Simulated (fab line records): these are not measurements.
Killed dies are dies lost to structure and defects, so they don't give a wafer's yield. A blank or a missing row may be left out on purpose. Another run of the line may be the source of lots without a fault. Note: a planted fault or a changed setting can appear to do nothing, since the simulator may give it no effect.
Problem report, 8D (eight disciplines) form, completed by code | flow nand-harc | the parts of the form that need people (team, actions taken, sign-off) are left out

## 1. WHAT IS WRONG
Mean of killed-at-array at NHARC_END_SORT_01: 138 across 6 wafers in 2 lots; on wafers with no fault it is 54 (standard deviation 16). That puts it +5.2 standard deviations away from the usual mean.
The first sign was on wafer L925.1 at day 30 12:34, on prober-01. Wafers with a number at this step in the record: 6, from 2 lots. Rule for "out", or "out of limits": more than 4 standard deviations from the usual mean. Any other wafer with a number is counted as sound.

## 2. WHAT THIS IS AND IS NOT
question                    | is                           | is not
which readings at this step | killed-at-array, killed-dies | killed-at-other, killed-at-periphery, killed-open, killed-short
which lots                  | L922, L925                   | -
which wafers of those lots  | all that have a number       | -
read on which gauges        | prober-01, prober-02         | -
when                        | from day 30 12:34            | up to then (0 sound wafers)

## 3. SUSPECTS, AND WHAT RULES EACH OUT
Counting: a tool stays on the suspect list if, at a process step up to the reading, it processed all lots that are out and no sound lot following the first of them.
- the gauge at NHARC_END_SORT_01: ruled out. The wafers that are out were read on 2 gauges (prober-01, prober-02).
- lpcvd-poly-04 at NHARC_A_CHANNEL_FILL_D2_CVD_18 (deposits poly-Si, target thk 3 nm): kept. It ran every lot that is out, first L922 (day 20 16:01), and no sound lot after that.
- pvd-sputter-03 at NHARC_A_BONDPAD_PVD_17 (deposits TaN, target thk 5 nm, time 8.06 s): kept. It ran every lot that is out, first L925 (day 29 10:33), and no sound lot after that. NHARC_A_BONDPAD_PVD_17: start missing for some lots; hours and lot order therefore follow NHARC_THIN_TSV_DEP_43.
- pecvd-03 at NHARC_THIN_TSV_DEP_43 (deposits SiO2, target thk 1328.5 nm): kept. It ran every lot that is out, first L925 (day 29 10:33), and no sound lot after that.
- pvd-sputter-01 at NHARC_THIN_TSV_PRE_CLEAN_50 (time 30 s): kept. It ran every lot that is out, first L925 (day 30 12:34), and no sound lot after that. NHARC_THIN_TSV_PRE_CLEAN_50: start missing for some lots; hours and lot order therefore follow NHARC_END_SORT_01.
Left after counting: lpcvd-poly-04 at NHARC_A_CHANNEL_FILL_D2_CVD_18, pvd-sputter-03 at NHARC_A_BONDPAD_PVD_17, pecvd-03 at NHARC_THIN_TSV_DEP_43, pvd-sputter-01 at NHARC_THIN_TSV_PRE_CLEAN_50.

## 4. THE CAUSE (what the simulator had put in)
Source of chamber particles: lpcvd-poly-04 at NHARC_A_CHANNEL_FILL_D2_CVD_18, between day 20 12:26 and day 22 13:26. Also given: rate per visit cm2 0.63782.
Of the 4 suspects that counting leaves, this tool is one.

## 5. THE CHAIN OF EFFECTS, in route order
One row per reading whose mean, taken over the struck wafers that have a number, lies over 3 standard deviations from the usual. Scope: only readings with a usual standard deviation given in the record; hours: median across lots of the time from each lot's start at the first step in this table that gives one to its start at this step; sigmas: change in usual standard deviations.
hours | step              | reading         | usual | on struck wafers | change | sigmas
0     | NHARC_END_SORT_01 | killed-at-array | 54    | 138              | +84    | +5.2
0     | NHARC_END_SORT_01 | killed-dies     | 58    | 142              | +84    | +5.2

## 6. HOW IT WOULD HAVE BEEN CAUGHT EARLIER
Counted from the fault's start at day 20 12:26, it took 240 hours until the first out-of-limits reading at a measuring or inspecting step in this record, taken at day 30 12:34.
An alarm limit of 4 standard deviations would not have fired on the tool readings at NHARC_A_CHANNEL_FILL_D2_CVD_18 for which the record gives a usual standard deviation, since none of them was out on any struck wafer.
Lots out: 2; all had begun NHARC_A_CHANNEL_FILL_D2_CVD_18 on lpcvd-poly-04 by day 30 12:34. Tool hold at that time: it would have spared none of them.
